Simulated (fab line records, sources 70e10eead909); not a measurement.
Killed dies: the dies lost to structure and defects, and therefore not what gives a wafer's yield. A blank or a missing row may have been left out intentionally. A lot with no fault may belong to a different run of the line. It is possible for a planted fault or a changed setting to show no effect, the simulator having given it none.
Comparing a struck lot with a sound one	flow nand-harc	33 out of 1302 route steps
Sound: these wafers, L194.1, L194.2, L194.4. The struck wafers were L196.1, L196.2, L196.3. Last of all comes the cause.
For every step that has rows: the tool of each side, followed by ch and its chambers, followed by its first start. Under that, the readings that differ: sound wafers	struck wafers	difference of the means	sigmas: that difference in standard deviations of wafers without a fault.
alike: same words and numbers on both sides, and readings whose means sit less than 2 such deviations apart. not compared: any withheld reading, any reading some wafer has no value for, any bound like >300 that may hide the same value, and any number with overlapping values for which the record gives no deviation.
The two part at a step that has a row with sigmas, a row that says differs or no value, or rows on one side only. Numbers that have no deviation but don't overlap get no sigmas and don't part them. A reading that every wafer of one side lacks parts them only if that side has two wafers or more.

NHARC_P_GATE_CD_MEAS_59: the cd target is 720 nm.
  sound on cd-sem-02 ch 0, day 8 06:00; struck on cd-sem-03 ch 0, day 9 03:58
  alike: cd-nm
then, 1 step without rows for these wafers: NHARC_P_GATE_HARDBAKE_60 (time 80 s).
NHARC_P_GATE_DESCUM_61: chemistry O2, time 3 s.
  sound on rie-diel-02 ch 0,1,2, day 8 06:10; struck on rie-diel-04 ch 0,1,2, day 9 04:08
reading	sound	struck	difference	sigmas
rf-hours-counter-h (h)	6.7 5.8 5.8	0.7 0.6 0.8	-5.4	
  alike: drypump-motor-current-A, oes-product-au, rf-vpp-V, showerhead-plenum-p-Torr, throttle-valve-pct
next, for these wafers, 1 step has no rows: NHARC_P_GATE_IMPLANT_62.
NHARC_P_GATE_STRIP_112: strips in N2/H2, time 200 s.
  sound on plasma-asher-01 ch 0,1, day 8 06:32; struck on plasma-asher-01 ch 0,1, day 9 04:31
  alike: drypump-motor-current-A, heater-power-w
  not compared: rf-hours-counter-h
then, 7 steps without rows for these wafers: NHARC_P_GATE_STRIP_76 (strips in O2); NHARC_P_GATE_STRIP_63 (strips in SPM, time 900 s); NHARC_P_GATE_DEHYDRATE_83 (time 120 s); NHARC_P_GATE_HMDS_84 (time 30 s); NHARC_P_GATE_COAT_85; NHARC_P_GATE_SOFTBAKE_86 (time 95 s); NHARC_P_GATE_EBR_87.
NHARC_P_GATE_EXPOSE_88: exposes mask P HVN, target cd 2000 nm.
  struck on krf-scanner-03, day 9 05:32; sound on krf-scanner-02 ch 0, day 8 07:33
  no value came back on the struck wafers for exposure-dose-mJ-cm2, focus-offset-nm (nm); on the sound wafers exposure-dose-mJ-cm2 reads 11.869 11.870 11.862
  alike: mask
then, 2 steps without rows for these wafers: NHARC_P_GATE_PEB_89 (peb time 85 s); NHARC_P_GATE_DEVELOP_90 (time 70 s).
NHARC_P_GATE_CD_MEAS_91: the cd target is 2000 nm.
  sound on cd-sem-02 ch 0, day 8 07:42; struck on cd-sem-02 ch 0, day 9 05:41
reading	sound	struck	difference	sigmas
cd-nm (nm)	1999.1 1997.1 1999.1	- - -	no value on the struck wafers	
then, 1 step without rows for these wafers: NHARC_P_GATE_HARDBAKE_92 (time 80 s).
NHARC_P_GATE_DESCUM_93: chemistry O2, time 3 s.
  sound on rie-diel-13 ch 0,1,2, day 8 07:52; struck on rie-diel-02 ch 1,2,3, day 9 05:51
reading	sound	struck	difference	sigmas
rf-hours-counter-h (h)	0.1 0.1 0.1	7.0 4.6 6.2	+5.8	
model.P_GATE.cd-nm (nm)	1999 1998 1999	719.4 719.6 716.1	-1280.3	
  alike: drypump-motor-current-A, oes-product-au, rf-vpp-V, showerhead-plenum-p-Torr, throttle-valve-pct
next, for these wafers, 1 step has no rows: NHARC_P_GATE_IMPLANT_94.
NHARC_P_GATE_STRIP_113: strips in N2/H2, time 740 s.
  sound on plasma-asher-02 ch 0,1, day 8 08:14; struck on plasma-asher-01 ch 0,1, day 9 06:15
  alike: drypump-motor-current-A, heater-power-w
  not compared: rf-hours-counter-h
NHARC_P_GATE_STRIP_95: strips in O2.
  sound on plasma-asher-02 ch 0,1, day 8 08:58; struck on plasma-asher-01 ch 0,1, day 9 06:58
  alike: drypump-motor-current-A, heater-power-w
  not compared: rf-hours-counter-h
then, 3 steps without rows for these wafers: NHARC_P_GATE_STRIP_96 (strips in SPM, time 900 s); NHARC_P_GATE_RTA_64 (time 1 s); NHARC_P_GATE_ETCH_77 (etches SiO2 in dHF, target depth 6 nm).
NHARC_P_GATE_DEGAS_109: time 60 s.
  sound on pvd-sputter-01, day 8 09:50; struck on pvd-sputter-03, day 9 07:50
  alike: heater-power-w
then, 6 steps without rows for these wafers: NHARC_P_GATE_PRE_CLEAN_110 (time 30 s); NHARC_P_GATE_SPUTTER_78 (material Ni, target thk 10 nm); NHARC_P_GATE_SPUTTER_79 (material TiN, target thk 10 nm); NHARC_P_GATE_RTA_80 (time 30 s); NHARC_P_GATE_STRIP_67 (strips in SPM, time 600 s); NHARC_P_GATE_RTA_82 (time 30 s).
NHARC_P_GATE_INSPECT_68:
  sound on defect-inspect-02, day 8 10:47; struck on defect-inspect-02, day 9 08:47
reading	sound	struck	difference	sigmas
raw-defect-count	342 395 315	1341 1232 1280	+934	+14
-- the record jumps here: 19 days lie between the struck wafers' starts before and after (it left off in module P_GATE and takes up again in module END, whose first step shown is number 1302 of the route) --
NHARC_END_SORT_01:
  the record has rows for the struck wafers here (prober-01 ch 0, day 28 10:04) and none for the sound ones

== WHERE THEY PART ==
Earliest at NHARC_P_GATE_EXPOSE_88; latest, in this record, at NHARC_END_SORT_01.

WHY: whatever the simulator had introduced
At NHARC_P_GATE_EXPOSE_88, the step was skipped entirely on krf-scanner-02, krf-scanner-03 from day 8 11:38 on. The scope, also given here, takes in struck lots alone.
